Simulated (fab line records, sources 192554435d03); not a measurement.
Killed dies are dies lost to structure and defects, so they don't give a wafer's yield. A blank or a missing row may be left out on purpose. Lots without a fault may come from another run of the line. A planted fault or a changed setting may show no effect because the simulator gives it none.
Chamber matching | flow n5_finfet | N5_SD_EPI_N_SD_RECESS_17 on rie_si-05: 4 sister chambers
The step chemistry HBr/Cl2/O2, target depth 41 nm, time 23.7 s, bt time 3 s. 22 wafers are shown with their chamber, then 11 later ones without.

WAFERS WITH THEIR CHAMBER
wafer  | chamber | throttle_valve_pct (%) | oes_product_au (a.u.) | oes_o_777_au (a.u.)
L076.3 | 1       | 37.10                  | 1.008                 | 0.998
L076.4 | 2       | 37.35                  | 1.021                 | 1.011
L076.6 | 3       | 37.52                  | 1.004                 | 1.005
L078.2 | 3       | 37.54                  | 1.009                 | 1.000
L078.3 | 2       | 37.37                  | 1.014                 | 1.013
L078.6 | 1       | 37.10                  | 1.008                 | 0.999
L079.1 | 0       | 36.94                  | 1.000                 | 1.005
L079.4 | 1       | 37.10                  | 1.005                 | 1.004
L079.6 | 2       | 37.34                  | 1.012                 | 0.996
L083.2 | 1       | 37.10                  | 1.011                 | 0.998
L083.3 | 3       | 37.51                  | 1.001                 | 0.998
L083.6 | 0       | 36.94                  | 0.995                 | 1.005
L084.1 | 1       | 37.10                  | 1.015                 | 1.005
L084.3 | 0       | 36.96                  | 0.996                 | 0.997
L084.4 | 2       | 37.35                  | 1.023                 | 1.010
L086.2 | 0       | 36.95                  | 0.995                 | 0.999
L086.4 | 1       | 37.11                  | 1.017                 | 0.998
L086.5 | 2       | 37.34                  | 1.022                 | 1.003
L092.1 | 1       | 37.10                  | 1.015                 | 1.002
L092.2 | 2       | 37.35                  | 1.016                 | 1.005
L092.4 | 3       | 37.51                  | 0.997                 | 1.004
L093.2 | 2       | 37.37                  | 1.013                 | 1.016

SIGNATURES (means of the wafers above)
reading            | chamber 0 | chamber 1 | chamber 2 | chamber 3 | scatter within a chamber
throttle_valve_pct | 36.9475   | 37.1014   | 37.3529   | 37.5200   | 0.0103
oes_product_au     | 0.99650   | 1.01129   | 1.01729   | 1.00275   | 0.00436
oes_o_777_au       | 1.00150   | 1.00057   | 1.00771   | 1.00175   | 0.00482
Rule: a wafer's distance from a chamber is the root of the sum, over the readings, of the square of ((its reading less the chamber's mean) divided by the reading's scatter). The wafer belongs to the nearest chamber; if the next one is less than 2 further off, it can't be placed. The scatter: the root of (the sum of the squares of (reading less its chamber's mean) over the shown wafers, divided by (wafers less chambers)).

WAFERS WITHOUT THEIR CHAMBER
wafer  | throttle_valve_pct (%) | oes_product_au (a.u.) | oes_o_777_au (a.u.)
L093.4 | 37.50                  | 1.007                 | 1.011
L093.6 | 37.09                  | 1.022                 | 0.998
L094.1 | 37.52                  | 1.014                 | 1.000
L094.3 | 37.11                  | 1.012                 | 0.997
L094.4 | 37.34                  | 1.017                 | 0.999
L096.2 | 37.11                  | 1.014                 | 0.999
L096.5 | 37.11                  | 1.010                 | 1.003
L096.6 | 37.35                  | 1.017                 | 1.002
L097.1 | 36.95                  | 0.996                 | 0.992
L097.5 | 37.36                  | 1.015                 | 1.007
L097.6 | 37.11                  | 1.007                 | 0.999

WHICH CHAMBER EACH WENT THROUGH
wafer  | from the rows above | in truth
L093.4 | 3                   | 3
L093.6 | 1                   | 1
L094.1 | 3                   | 3
L094.3 | 1                   | 1
L094.4 | 2                   | 2
L096.2 | 1                   | 1
L096.5 | 1                   | 1
L096.6 | 2                   | 2
L097.1 | 0                   | 0
L097.5 | 2                   | 2
L097.6 | 1                   | 1
Placed correctly: 11 of 11. Can't be placed from these rows: 0. Placed wrongly: 0.
